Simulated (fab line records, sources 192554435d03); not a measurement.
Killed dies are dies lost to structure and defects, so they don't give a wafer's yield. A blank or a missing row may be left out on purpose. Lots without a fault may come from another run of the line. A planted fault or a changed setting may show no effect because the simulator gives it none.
Split-lot experiment | flow n5_finfet | 7 lots, 39 wafers read, on a route of 1938 steps

THE SPLIT
At N5_FIN_SAQP_PECVD_06 (deposits a-Si from SiH4/He, target thk 60 nm, time 48.1 s), the setting time_s was moved away from the recipe's 48.1 s on 12 of the 39 wafers read, by -43.3% to +35.1%. The other wafers ran this setting at the recipe's value.

FROM THE SPLIT TO THE READING: what the file shows between them, 5 steps
- N5_FIN_SAQP_THK_MEAS_07
- N5_FIN_SAQP_HM_DEP_72: deposits SiO2 from SiH4/N2O, target thk 12 nm, time 7.2 s
- N5_FIN_SAQP_COAT_49: time 60 s, resist thk 100 nm
- N5_FIN_SAQP_HM_OPEN_73: chemistry CHF3/O2, target SiO2, stops on a-Si, target depth 12 nm, time 16.8 s
- N5_FIN_SAQP_STRIP_74: strips in CHF3/O2

THE READING
oes_product_au, in a.u., at N5_FIN_SAQP_MANDREL_ETCH_22 (etches a-Si in HBr/Cl2, stops on SiNx, target depth 60 nm, bt time 10 s, time 30 s). Fault-free wafers of this fab line usually give 0.776 a.u., standard deviation 0.013 a.u..

wafer  | tool, chamber at the split | time_s as run, s | against the recipe | oes_product_au, a.u. | against lot-mates on the recipe
L076.1 | pecvd-03, 0                | 39.12            | -18.7%             | 0.678                | -0.105
L076.2 | pecvd-03, 1                | 48.1             | recipe             | 0.775                | -
L076.3 | pecvd-03, 2                | 39.12            | -18.7%             | 0.682                | -0.101
L076.4 | pecvd-03, 0                | 39.12            | -18.7%             | 0.702                | -0.081
L076.5 | pecvd-03, 2                | 48.1             | recipe             | 0.780                | -
L076.6 | pecvd-03, 1                | 48.1             | recipe             | 0.795                | -
L079.2 | pecvd-02, 2                | 48.1             | recipe             | 0.751                | -
L079.3 | pecvd-02, 1                | 48.1             | recipe             | 0.768                | -
L079.6 | pecvd-02, 0                | 48.1             | recipe             | 0.757                | -
L081.1 | pecvd-03, 0                | 48.1             | recipe             | 0.777                | -
L081.2 | pecvd-03, 1                | 64.96            | +35.1%             | 0.954                | +0.171
L081.3 | pecvd-03, 2                | 64.96            | +35.1%             | 0.948                | +0.165
L081.4 | pecvd-03, 0                | 64.96            | +35.1%             | 0.944                | +0.161
L081.5 | pecvd-03, 2                | 48.1             | recipe             | 0.785                | -
L081.6 | pecvd-03, 1                | 48.1             | recipe             | 0.787                | -
L083.1 | pecvd-04, 1                | 33.29            | -30.8%             | 0.638                | -0.146
L083.2 | pecvd-04, 0                | 33.29            | -30.8%             | 0.627                | -0.157
L083.3 | pecvd-04, 2                | 48.1             | recipe             | 0.777                | -
L083.4 | pecvd-04, 0                | 48.1             | recipe             | 0.783                | -
L083.5 | pecvd-04, 2                | 48.1             | recipe             | 0.793                | -
L083.6 | pecvd-04, 1                | 33.29            | -30.8%             | 0.641                | -0.143
L084.1 | pecvd-02, 0                | 27.26            | -43.3%             | 0.576                | -0.208
L084.2 | pecvd-02, 2                | 48.1             | recipe             | 0.774                | -
L084.3 | pecvd-02, 1                | 48.1             | recipe             | 0.784                | -
L084.4 | pecvd-02, 1                | 27.26            | -43.3%             | 0.586                | -0.198
L084.5 | pecvd-02, 2                | 48.1             | recipe             | 0.794                | -
L084.6 | pecvd-02, 0                | 27.26            | -43.3%             | 0.584                | -0.200
L085.1 | pecvd-03, 1                | 48.1             | recipe             | 0.783                | -
L085.2 | pecvd-03, 2                | 48.1             | recipe             | 0.760                | -
L085.3 | pecvd-03, 0                | 48.1             | recipe             | 0.787                | -
L085.4 | pecvd-03, 0                | 48.1             | recipe             | 0.798                | -
L085.5 | pecvd-03, 2                | 48.1             | recipe             | 0.776                | -
L085.6 | pecvd-03, 1                | 48.1             | recipe             | 0.786                | -
L091.1 | pecvd-03, 2                | 48.1             | recipe             | 0.758                | -
L091.2 | pecvd-03, 0                | 48.1             | recipe             | 0.772                | -
L091.3 | pecvd-03, 1,0              | 48.1             | recipe             | 0.787                | -
L091.4 | pecvd-03, 2                | 48.1             | recipe             | 0.779                | -
L091.5 | pecvd-03, 1,0              | 48.1             | recipe             | 0.765                | -
L091.6 | pecvd-03, 1                | 48.1             | recipe             | 0.781                | -
Where a row lists several chambers, the file gives one row for several wafers and doesn't say which wafer went through which chamber.

THE FIT
A straight line over all 39 wafers: oes_product_au changes by +0.00468 a.u. for each +1% of time_s; r = +0.99; the points scatter about the line by 0.011 a.u..
The same after taking each lot's own level away (the mean of its wafers on the recipe; 39 wafers): +0.00475 a.u. for each +1%; r = +0.99; scatter 0.0089 a.u..
On that fit, the largest move of time_s shifts the reading by 0.21 a.u..
The lots' own levels span 0.7587 to 0.7843 a.u., that is 2.0 times the standard deviation above.
So the lot-to-lot level changes the slope little: the two slopes agree.
Check: with one of the wafers moved furthest among these (-43.3%) left out of the fit, the line predicts -0.206 a.u. for it against its lot-mates. It came out at -0.208 a.u. against them.

THE WHOLE CHAIN: every reading that the file lists as answering this split, in the file's order
step                        | what it does                                                                       | reading                                                                           | change (the file's fit)                   | r (the file's)
N5_FIN_SAQP_PECVD_06        | deposits a-Si from SiH4/He, target thk 60 nm, time 48.1 s                          | a-Si_of_FIN_SAQP_PECVD_06.thk_nm (the simulator's own value, which no gauge read) | +0.606 nm for each +1% of the setting     | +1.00
N5_FIN_SAQP_THK_MEAS_07     |                                                                                    | thk_nm                                                                            | withheld for each +1% of the setting      | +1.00
N5_FIN_SAQP_MANDREL_ETCH_22 | etches a-Si in HBr/Cl2, stops on SiNx, target depth 60 nm, bt time 10 s, time 30 s | oes_product_au                                                                    | +0.00476 a.u. for each +1% of the setting | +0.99
N5_FIN_SAQP_MANDREL_ETCH_22 | etches a-Si in HBr/Cl2, stops on SiNx, target depth 60 nm, bt time 10 s, time 30 s | etch.depth_nm (the simulator's own value, which no gauge read)                    | +0.606 nm for each +1% of the setting     | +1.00

THE FILE'S OWN FIT
oes_product_au changes by +0.00476 a.u. for each +1% of time_s, r = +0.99.
